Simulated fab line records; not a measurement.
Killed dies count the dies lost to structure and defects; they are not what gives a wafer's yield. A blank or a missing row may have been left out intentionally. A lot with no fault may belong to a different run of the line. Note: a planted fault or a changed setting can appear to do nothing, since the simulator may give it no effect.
Which tool was responsible? + flow nandHarc + Sampling: 24 lots, 72 wafers, 6 of 1302 route steps

WHAT EACH GAUGE READ, for each wafer
NHARC_A_BLC_OVL_MEAS_11. Usual: overlayXNm -0.2 nm, standard deviation 0.99; overlayYNm 0.2 nm, standard deviation 0.83.
| lot  | measured     | on         | overlayXNm (nm) | overlayYNm (nm) | flag |
|------|--------------|------------|-----------------|-----------------|------|
| L074 | day 22 10:29 | overlay-01 | 0.1 -0.1 0.1    | -0.3 0.0 -0.2   |      |
| L077 | day 23 02:35 | overlay-01 | 0.7 0.6 0.9     | -0.8 -0.3 -0.4  |      |
| L076 | day 23 05:42 | overlay-01 | -2.2 -1.9 -2.2  | 0.6 1.6 1.5     |      |
| L075 | day 23 10:35 | overlay-01 | -1.6 -2.0 -2.1  | -0.2 -0.3 0.2   |      |
| L078 | day 24 01:40 | overlay-02 | -0.2 0.3 0.0    | 1.2 0.7 0.3     |      |
| L079 | day 24 03:08 | overlay-01 | 0.6 1.0 1.4     | -1.6 -2.3 -2.2  |      |
| L081 | day 24 22:55 | overlay-02 | -1.2 -1.6 -1.6  | -0.2 -0.2 -0.4  |      |
| L080 | day 25 00:07 | overlay-01 | -1.3 -0.6 -1.1  | 0.1 0.7 0.5     |      |
| L083 | day 25 16:01 | overlay-01 | 0.5 0.7 0.7     | -0.5 -0.9 -0.5  |      |
| L082 | day 25 16:46 | overlay-01 | -1.0 -0.4 -0.8  | -0.3 -0.3 -0.6  |      |
| L084 | day 26 15:25 | overlay-01 | -1.0 -0.8 -0.4  | 0.8 0.9 0.8     |      |
| L085 | day 26 18:34 | overlay-01 | 1.5 0.8 1.3     | 0.8 0.4 0.8     |      |
| L086 | day 27 18:16 | overlay-02 | -1.3 -1.7 -1.3  | 0.9 0.7 0.9     |      |
| L087 | day 27 22:32 | overlay-02 | -0.4 -0.1 -0.2  | 0.5 1.3 1.0     |      |
| L089 | day 28 19:16 | overlay-02 | 0.2 0.1 0.5     | 0.8 0.9 1.0     |      |
| L088 | day 28 22:56 | overlay-02 | -1.1 -1.1 -0.9  | 0.5 0.6 0.6     |      |
| L091 | day 29 02:27 | overlay-01 | -0.3 -0.1 0.3   | 0.4 1.1 0.5     |      |
| L092 | day 29 03:30 | overlay-02 | -0.5 -0.5 0.0   | -0.7 -0.8 -1.0  |      |
| L090 | day 29 07:01 | overlay-02 | -0.9 -0.4 -0.4  | -0.4 -0.6 -0.9  |      |
| L093 | day 30 09:38 | overlay-02 | 0.3 1.3 0.7     | 0.0 -0.1 -0.1   |      |
| L094 | day 30 15:01 | overlay-01 | 1.1 0.6 0.5     | 1.2 1.4 0.7     |      |
| L095 | day 30 23:44 | overlay-02 | -1.7 -1.1 -1.6  | -0.8 0.2 0.0    |      |
| L097 | day 32 05:50 | overlay-02 | 0.9 0.0 0.3     | 0.6 0.3 0.5     |      |
| L096 | day 32 07:13 | overlay-02 | 0.5 0.4 0.6     | 0.2 0.1 -0.3    |      |

NHARC_A_BLC_CD_MEAS_19. Usual: cdNm at 99.7 nm, with a standard deviation of 2.2.
| lot  | measured     | on       | cdNm (nm)         | flag |
|------|--------------|----------|-------------------|------|
| L074 | day 22 12:01 | cdSem-02 | 97.3 98.1 98.1    |      |
| L077 | day 23 03:39 | cdSem-03 | 95.1 100.5 101.1  |      |
| L076 | day 23 06:55 | cdSem-01 | 97.8 101.0 99.8   |      |
| L075 | day 23 11:40 | cdSem-02 | 101.7 99.4 98.0   |      |
| L078 | day 24 02:43 | cdSem-02 | 94.0 98.9 97.6    |      |
| L079 | day 24 04:11 | cdSem-03 | 102.0 98.9 99.3   |      |
| L081 | day 24 23:58 | cdSem-01 | 99.6 100.9 95.0   |      |
| L080 | day 25 01:11 | cdSem-01 | 95.6 101.2 98.0   |      |
| L083 | day 25 17:19 | cdSem-03 | 98.3 104.6 96.7   |      |
| L082 | day 25 17:50 | cdSem-01 | 99.9 102.7 99.3   |      |
| L084 | day 26 16:29 | cdSem-02 | 98.4 99.7 99.6    |      |
| L085 | day 26 19:38 | cdSem-01 | 102.1 101.7 101.8 |      |
| L086 | day 27 19:20 | cdSem-02 | 98.4 99.8 98.5    |      |
| L087 | day 27 23:37 | cdSem-03 | 99.7 95.3 97.7    |      |
| L089 | day 28 20:20 | cdSem-03 | 99.0 98.4 100.6   |      |
| L088 | day 29 00:01 | cdSem-01 | 98.9 98.9 101.8   |      |
| L091 | day 29 03:31 | cdSem-01 | 99.2 104.2 100.9  |      |
| L092 | day 29 04:34 | cdSem-02 | 98.5 97.5 97.1    |      |
| L090 | day 29 08:05 | cdSem-03 | 103.1 101.0 97.2  |      |
| L093 | day 30 10:41 | cdSem-02 | 98.1 99.0 102.4   |      |
| L094 | day 30 16:05 | cdSem-02 | 102.7 103.4 102.8 |      |
| L095 | day 31 00:49 | cdSem-02 | 100.1 96.0 103.0  |      |
| L097 | day 32 07:26 | cdSem-01 | 98.0 99.3 101.1   |      |
| L096 | day 32 08:17 | cdSem-01 | 96.9 100.2 100.7  |      |

NHARC_A_M0_OVL_MEAS_10: pitch 160 nm. Usual: overlayXNm 0.0 nm, standard deviation 0.83; overlayYNm 0.0 nm, standard deviation 1.
| lot  | measured     | on         | overlayXNm (nm) | overlayYNm (nm) | flag |
|------|--------------|------------|-----------------|-----------------|------|
| L074 | day 22 14:59 | overlay-01 | 0.9 0.9 0.7     | 2.0 1.8 1.6     |      |
| L077 | day 23 06:28 | overlay-02 | 0.1 -0.2 -0.2   | -2.2 -1.6 -2.2  |      |
| L076 | day 23 09:56 | overlay-02 | -0.1 -0.6 -0.1  | -0.2 0.1 0.2    |      |
| L075 | day 23 14:31 | overlay-01 | -0.2 -0.7 -0.6  | 0.6 0.3 0.6     |      |
| L078 | day 24 05:41 | overlay-01 | 0.2 -0.3 0.2    | 1.6 1.5 1.7     |      |
| L079 | day 24 07:11 | overlay-02 | -1.1 -1.0 -1.5  | 0.3 0.1 -0.6    |      |
| L081 | day 25 02:56 | overlay-02 | -0.1 0.5 0.9    | -0.9 -1.2 -0.5  |      |
| L080 | day 25 04:29 | overlay-01 | -0.8 -1.5 -1.4  | -0.4 0.1 -0.1   |      |
| L083 | day 25 20:25 | overlay-01 | -0.6 -0.9 -1.1  | 0.4 0.8 0.9     |      |
| L082 | day 25 20:58 | overlay-01 | 1.4 1.6 1.7     | 1.6 0.3 1.2     |      |
| L084 | day 26 19:55 | overlay-01 | 0.2 0.2 -0.1    | -0.5 -1.0 -1.1  |      |
| L085 | day 26 22:35 | overlay-02 | 0.6 0.5 0.5     | 1.3 0.5 0.7     |      |
| L086 | day 27 22:10 | overlay-01 | -0.5 -0.8 -0.7  | -0.3 -0.3 0.2   |      |
| L087 | day 28 02:34 | overlay-02 | 0.1 0.0 -0.7    | 0.1 0.8 0.8     |      |
| L089 | day 28 23:18 | overlay-02 | 0.9 1.8 1.8     | -2.0 -1.8 -1.6  |      |
| L088 | day 29 02:58 | overlay-01 | -1.1 -1.3 -1.1  | 0.0 -0.3 0.0    |      |
| L091 | day 29 06:30 | overlay-01 | 0.1 0.6 0.5     | 0.6 0.2 0.5     |      |
| L092 | day 29 07:32 | overlay-02 | -1.1 -1.8 -1.0  | -0.8 -0.2 0.5   |      |
| L090 | day 29 11:05 | overlay-02 | 0.1 -0.4 0.0    | 1.0 1.2 0.8     |      |
| L093 | day 30 13:39 | overlay-02 | 0.3 0.8 0.6     | 0.6 0.6 0.3     |      |
| L094 | day 30 18:55 | overlay-01 | 1.1 0.7 0.2     | 0.5 0.6 1.1     |      |
| L095 | day 31 03:49 | overlay-02 | -0.9 -1.2 -0.3  | 0.6 0.7 0.4     |      |
| L097 | day 32 10:26 | overlay-02 | 0.2 0.4 0.0     | -2.7 -1.7 -2.0  |      |
| L096 | day 32 11:17 | overlay-02 | 0.7 0.4 0.6     | -0.4 -0.7 -0.6  |      |

NHARC_A_BONDPAD_CD_MEAS_09: the cd target is 500 nm. Usual: cdNm at 499.4 nm, with a standard deviation of 1.9.
| lot  | measured     | on       | cdNm (nm)         | flag |
|------|--------------|----------|-------------------|------|
| L074 | day 22 23:49 | cdSem-02 | 497.9 496.6 497.6 |      |
| L077 | day 23 15:16 | cdSem-01 | 495.8 500.0 500.5 |      |
| L076 | day 23 18:48 | cdSem-03 | 499.4 499.3 500.2 |      |
| L075 | day 23 22:55 | cdSem-02 | 499.7 501.3 498.4 |      |
| L078 | day 24 14:40 | cdSem-01 | 500.3 504.1 501.1 |      |
| L079 | day 24 15:55 | cdSem-03 | 497.7 500.4 501.1 |      |
| L081 | day 25 11:36 | cdSem-02 | 498.5 498.2 499.4 |      |
| L080 | day 25 13:06 | cdSem-03 | 497.2 501.5 498.9 |      |
| L083 | day 26 04:58 | cdSem-01 | 497.7 498.3 497.2 |      |
| L082 | day 26 05:34 | cdSem-02 | 500.2 499.2 499.2 |      |
| L084 | day 27 04:29 | cdSem-03 | 502.9 503.6 503.8 |      |
| L085 | day 27 07:16 | cdSem-02 | 502.5 502.4 502.0 |      |
| L086 | day 28 06:47 | cdSem-02 | 499.7 503.4 501.6 |      |
| L087 | day 28 11:13 | cdSem-03 | 496.8 501.1 499.9 |      |
| L089 | day 29 07:53 | cdSem-03 | 502.8 498.9 500.4 |      |
| L088 | day 29 11:40 | cdSem-01 | 500.4 500.8 502.0 |      |
| L091 | day 29 15:10 | cdSem-03 | 499.6 498.8 496.1 |      |
| L092 | day 29 16:05 | cdSem-03 | 498.4 500.1 496.7 |      |
| L090 | day 29 19:40 | cdSem-02 | 501.2 497.9 499.6 |      |
| L093 | day 30 22:14 | cdSem-03 | 496.6 499.3 498.2 |      |
| L094 | day 31 03:34 | cdSem-02 | 498.2 499.8 500.9 |      |
| L095 | day 31 13:07 | cdSem-02 | 499.8 496.3 500.9 |      |
| L097 | day 32 19:29 | cdSem-01 | 497.0 496.3 499.5 |      |
| L096 | day 32 20:46 | cdSem-01 | 497.8 499.0 501.5 |      |

TOOL THAT RAN EACH LOT (tool first, then ch and the chambers of the sampled wafers, then the start)
| lot  | NHARC_A_BLC_ETCH_17                          | NHARC_A_BONDPAD_DEP_00                     |
|------|----------------------------------------------|--------------------------------------------|
| L074 | rieDiel-11 ch 0,1,2, day 22 12:01 or earlier | pecvd-01 ch 0,1, day 22 22:27              |
| L077 | rieDiel-05 ch 1,2,3, day 23 03:39 or earlier | pecvd-01 ch 1,2, day 23 14:02              |
| L076 | rieDiel-11 ch 0,1, day 23 06:55 or earlier   | pecvd-01 ch 0,1,2, day 23 17:39            |
| L075 | rieDiel-05 ch 0,1,2, day 23 11:40 or earlier | pecvd-01 ch 0,2, day 23 21:55              |
| L078 | rieDiel-05 ch 0,2,3, day 24 02:43 or earlier | pecvd-04 ch 0,1,2, day 24 14:40 or earlier |
| L079 | rieDiel-05 ch 0,1,2, day 24 04:11 or earlier | pecvd-01 ch 0,1,2, day 24 14:40            |
| L081 | rieDiel-05 ch 1,2,3, day 24 23:58 or earlier | pecvd-01 ch 0,1,2, day 25 10:22            |
| L080 | rieDiel-05 ch 0,1,3, day 25 01:11 or earlier | pecvd-01 ch 0,1, day 25 11:53              |
| L083 | rieDiel-07 ch 0,2,3, day 25 17:19 or earlier | pecvd-02 ch 0,1,2, day 26 03:57            |
| L082 | rieDiel-05 ch 0,1,3, day 25 17:50 or earlier | pecvd-01 ch 1,2, day 26 04:23              |
| L084 | rieDiel-05 ch 0,2,3, day 26 16:29 or earlier | pecvd-02 ch 0,1,2, day 27 03:23            |
| L085 | rieDiel-05 ch 0,1,3, day 26 19:38 or earlier | pecvd-02 ch 0,1,2, day 27 06:10            |
| L086 | rieDiel-05 ch 0,1,2, day 27 19:20 or earlier | pecvd-02 ch 0,2, day 28 06:47 or earlier   |
| L087 | rieDiel-11 ch 0,3, day 27 23:37 or earlier   | pecvd-02 ch 0,2, day 28 10:02              |
| L089 | rieDiel-05 ch 0,3, day 28 20:20 or earlier   | pecvd-04 ch 0,2, day 29 06:40              |
| L088 | rieDiel-05 ch 0,2,3, day 29 00:01 or earlier | pecvd-02 ch 0,1, day 29 10:29              |
| L091 | rieDiel-11 ch 1,3, day 29 03:31 or earlier   | pecvd-04 ch 1,2, day 29 15:10 or earlier   |
| L092 | rieDiel-07 ch 0,1,3, day 29 04:34 or earlier | pecvd-02 ch 0,1,2, day 29 14:59            |
| L090 | rieDiel-05 ch 0,1, day 29 08:05 or earlier   | pecvd-04 ch 0,2, day 29 18:31              |
| L093 | rieDiel-07 ch 1,3, day 30 10:41 or earlier   | pecvd-01 ch 0,1,2, day 30 21:11            |
| L094 | rieDiel-05 ch 0,1, day 30 16:05 or earlier   | pecvd-04 ch 0,1,2, day 31 03:34 or earlier |
| L095 | rieDiel-05 ch 0,2, day 31 00:49 or earlier   | pecvd-02 ch 0,2, day 31 11:56              |
| L097 | rieDiel-11 ch 0,3, day 32 07:26 or earlier   | pecvd-01 ch 0,2, day 32 18:18              |
| L096 | rieDiel-05 ch 0,1,3, day 32 08:17 or earlier | pecvd-01 ch 0,1,2, day 32 19:35            |
- NHARC_A_BLC_ETCH_17: etches the open film in N2/H2, target depth 390 nm, time 609.38 s.
- NHARC_A_BONDPAD_DEP_00: deposits SiCN, target thk 250 nm.

AS READ BY THE TOOLS THEMSELVES (means over the sampled wafers that have a number; for cases with no such wafer, the mark the record gives instead)
NHARC_A_BLC_ETCH_17. Usual: drypumpMotorCurrentA 5.7 A, standard deviation 0.3; oesProductAu 1.004 a.u., standard deviation 0.0097; rfFwdPowerW 399.7 W, standard deviation 1.2; rfVppV 429.5 V, standard deviation 2.1; showerheadPlenumPTorr 2.01 Torr, standard deviation 0.069; throttleValvePct 14.172 %, standard deviation 0.0089.
| lot  | tool       | drypumpMotorCurrentA (A) | oesProductAu (a.u.) | rfFwdPowerW (W) | rfVppV (V) | showerheadPlenumPTorr (Torr) | throttleValvePct (%) | flag |
|------|------------|--------------------------|---------------------|-----------------|------------|------------------------------|----------------------|------|
| L074 | rieDiel-11 | 5.6                      | 1.001               | 400.3           | 433.1      | 2.11                         | 14.181               |      |
| L077 | rieDiel-05 | 5.7                      | 1.005               | 399.3           | 427.9      | 1.96                         | 14.171               |      |
| L076 | rieDiel-11 | 5.7                      | 0.992               | 400.7           | 432.4      | 2.08                         | 14.167               |      |
| L075 | rieDiel-05 | 5.8                      | 1.014               | 400.7           | 427.8      | 1.96                         | 14.175               |      |
| L078 | rieDiel-05 | 5.6                      | 1.006               | 398.8           | 429.3      | 1.96                         | 14.165               |      |
| L079 | rieDiel-05 | 5.8                      | 1.014               | 399.0           | 427.7      | 1.96                         | 14.174               |      |
| L081 | rieDiel-05 | 5.8                      | 1.005               | 400.5           | 427.4      | 1.95                         | 14.176               |      |
| L080 | rieDiel-05 | 5.7                      | 1.010               | 399.4           | 428.2      | 1.98                         | 14.169               |      |
| L083 | rieDiel-07 | 5.8                      | 1.001               | 399.1           | 430.7      | 2.04                         | 14.176               |      |
| L082 | rieDiel-05 | 5.7                      | 1.013               | 398.1           | 428.3      | 1.98                         | 14.169               |      |
| L084 | rieDiel-05 | 5.6                      | 1.008               | 398.5           | 428.2      | 1.96                         | 14.175               |      |
| L085 | rieDiel-05 | 5.6                      | 1.008               | 399.8           | 428.2      | 1.98                         | 14.175               |      |
| L086 | rieDiel-05 | 5.8                      | 1.003               | 399.6           | 428.5      | 1.96                         | 14.173               |      |
| L087 | rieDiel-11 | 5.8                      | 1.006               | 398.8           | 432.8      | 2.11                         | 14.173               |      |
| L089 | rieDiel-05 | 5.5                      | 1.015               | 401.2           | 428.9      | 1.99                         | 14.176               |      |
| L088 | rieDiel-05 | 5.6                      | 1.003               | 399.6           | 428.5      | 1.96                         | 14.168               |      |
| L091 | rieDiel-11 | 6.0                      | 0.997               | 398.8           | 432.9      | 2.14                         | 14.165               |      |
| L092 | rieDiel-07 | 5.7                      | 0.987               | 399.4           | 429.1      | 1.99                         | 14.172               |      |
| L090 | rieDiel-05 | 5.8                      | 0.999               | 399.9           | 428.1      | 1.98                         | 14.177               |      |
| L093 | rieDiel-07 | 5.6                      | 0.978               | 399.8           | 429.9      | 2.01                         | 14.182               |      |
| L094 | rieDiel-05 | 5.6                      | 1.010               | 400.4           | 429.2      | 1.98                         | 14.171               |      |
| L095 | rieDiel-05 | 5.6                      | 1.004               | 400.6           | 428.8      | 1.96                         | 14.172               |      |
| L097 | rieDiel-11 | 5.8                      | 1.010               | 398.6           | 432.5      | 2.11                         | 14.171               |      |
| L096 | rieDiel-05 | 5.6                      | 1.009               | 399.9           | 429.1      | 1.98                         | 14.169               |      |

NHARC_A_BONDPAD_DEP_00. Usual: heaterPowerW 535 W, standard deviation 42; rfFwdPowerW 448.9 W, standard deviation 1.3.
| lot  | tool     | heaterPowerW (W) | rfFwdPowerW (W) | flag |
|------|----------|------------------|-----------------|------|
| L074 | pecvd-01 | 598              | 446.3           |      |
| L077 | pecvd-01 | 542              | 450.2           |      |
| L076 | pecvd-01 | 517              | 448.6           |      |
| L075 | pecvd-01 | 528              | 449.0           |      |
| L078 | pecvd-04 | 584              | 449.3           |      |
| L079 | pecvd-01 | 537              | 448.7           |      |
| L081 | pecvd-01 | 560              | 449.3           |      |
| L080 | pecvd-01 | 549              | 449.8           |      |
| L083 | pecvd-02 | 534              | 449.6           |      |
| L082 | pecvd-01 | 524              | 449.4           |      |
| L084 | pecvd-02 | 513              | 449.4           |      |
| L085 | pecvd-02 | 545              | 448.8           |      |
| L086 | pecvd-02 | 508              | 450.5           |      |
| L087 | pecvd-02 | 505              | 448.9           |      |
| L089 | pecvd-04 | 514              | 449.7           |      |
| L088 | pecvd-02 | 496              | 449.1           |      |
| L091 | pecvd-04 | 587              | 448.4           |      |
| L092 | pecvd-02 | 539              | 448.7           |      |
| L090 | pecvd-04 | 503              | 450.6           |      |
| L093 | pecvd-01 | 543              | 449.3           |      |
| L094 | pecvd-04 | 548              | 449.6           |      |
| L095 | pecvd-02 | 523              | 449.4           |      |
| L097 | pecvd-01 | 563              | 449.6           |      |
| L096 | pecvd-01 | 553              | 447.2           |      |

THE ANSWER, worked out from the rows above alone
Rule: a lot is off if the mean of its wafers that have a number lies more than 3 standard deviations from the usual mean. Also off: a lot with no number at a reading for which 4 or more lots have one. Where the step has rows for the other lots, those lots are counted as sound. First the gauges in route order, then the tools' own readings, where a lot's mean is used as printed above. The first step at which some lot is off is used, and at that step the reading that is off furthest; a lot without a number counts as furthest.
Nothing can be told from this: no lot is off at any reading shown.

WHAT HAD BEEN PUT IN BY THE SIMULATOR
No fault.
